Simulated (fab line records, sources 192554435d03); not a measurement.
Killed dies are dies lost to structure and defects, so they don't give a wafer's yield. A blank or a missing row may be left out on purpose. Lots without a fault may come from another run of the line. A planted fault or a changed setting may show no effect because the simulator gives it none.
Problem report in the 8D (eight disciplines) form, filled by code | flow n5_finfet | the parts of the form that need people (team, actions taken, sign-off) are left out

1. THE PROBLEM
killed_at_M4_up at N5_PASSIVATION_PROBE_49 reads a mean of 59 on 1 wafer of 1 lot; wafers without a fault read 13 with a standard deviation of 4.7. That is +9.8 standard deviations from the usual mean.
First seen on wafer L678.3, day 18 17:11, on prober-01. The record holds 4 wafers of 2 lots with a number at this step. Rule for "out", or "out of limits": more than 4 standard deviations from the usual mean. The other wafers with a number count as sound.

2. WHAT IT IS AND WHAT IT IS NOT
question                    | is                | is not
which readings at this step | killed_at_M4_up   | killed_at_M0_to_M3, killed_at_contacts, killed_at_front_end, killed_at_other, killed_open, killed_short, sort_bin_6_memory, sort_bin_8_speed
which lots                  | L678              | L677
which wafers of those lots  | L678.3            | L678.1, L678.2
read on which tools         | prober-01         | prober-02
when                        | from day 18 17:11 | up to then (3 sound wafers)

3. SUSPECTS, AND WHAT RULES EACH OUT
Counting: a tool at a process step up to the reading stays a suspect if it ran every lot that is out. Sound lots after the first of them don't rule it out here, since some wafers of a struck lot are sound.
- ald_metal-03 at N5_BEOL_M8_ALD_77 (deposits TaN, target thk 2 nm, pulse time 2 s, purge time 3 s): kept. It ran the lot that is out, L678 (day 15 12:34); its last sound lot up to then is L677 (day 14 17:28).
- rie_diel-02 at N5_MIM_BOT_ETCH_STRIP_01 (strips in O2): kept. It ran the lot that is out, L678 (day 18 04:18); its last sound lot up to then is L677 (day 17 03:40).
- pecvd-04 at N5_PASSIVATION_PECVD_01 (deposits SiNx from SiH4/NH3/N2, target thk 200 nm, time 43.2 s): kept. It ran the lot that is out, L678 (day 18 04:50).
- prober-01 at N5_PASSIVATION_PROBE_49: kept. It ran the lot that is out, L678 (day 18 17:05). Its own readings are out on those wafers: killed_at_M4_up.
- Within ald_metal-03 at N5_BEOL_M8_ALD_77: the wafers that are out ran in chamber 2; their sound lot-mates ran in chambers 1, 3.
- Within rie_diel-02 at N5_MIM_BOT_ETCH_STRIP_01: the wafers that are out ran in chamber 1; their sound lot-mates ran in chambers 2, 3.
- Within pecvd-04 at N5_PASSIVATION_PECVD_01: the wafers that are out ran in chamber 1; their sound lot-mates ran in chambers 0, 2.
Left after counting: ald_metal-03 at N5_BEOL_M8_ALD_77, rie_diel-02 at N5_MIM_BOT_ETCH_STRIP_01, pecvd-04 at N5_PASSIVATION_PECVD_01, prober-01 at N5_PASSIVATION_PROBE_49.

4. THE CAUSE (what the simulator had put in)
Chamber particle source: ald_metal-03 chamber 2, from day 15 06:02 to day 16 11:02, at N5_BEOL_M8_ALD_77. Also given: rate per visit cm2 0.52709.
Counting left 4 suspects, and this tool is among them.

5. THE CHAIN OF EFFECTS, in route order
Each row: a reading whose mean over the struck wafers that have a number lies more than 3 standard deviations from the usual. Only readings for which the record gives a usual standard deviation are gone through. hours: the time from each lot's start at the first step in this table that gives one to its start at this step, as a median over the lots. sigmas: the change in usual standard deviations.
hours | step                    | reading         | usual | on struck wafers | change | sigmas
0     | N5_PASSIVATION_PROBE_49 | killed_at_M4_up | 13    | 59               | +46    | +9.8
0     | N5_PASSIVATION_PROBE_49 | killed_on_rim   | 14    | 30               | +16    | +3.8
The process steps in it:
- N5_PASSIVATION_PROBE_49

6. WHAT WOULD HAVE CAUGHT IT SOONER
In this record the first reading out of limits was taken at day 18 17:11, 83 hours after the fault began at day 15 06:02.
Of the tool readings at N5_BEOL_M8_ALD_77 for which the record gives a usual standard deviation, none was out on any struck wafer, so an alarm limit of 4 standard deviations on them would not have fired.
All the lots that are out (1) had begun N5_BEOL_M8_ALD_77 on ald_metal-03 by day 18 17:11. A hold on the tool at that time would have spared none of them.
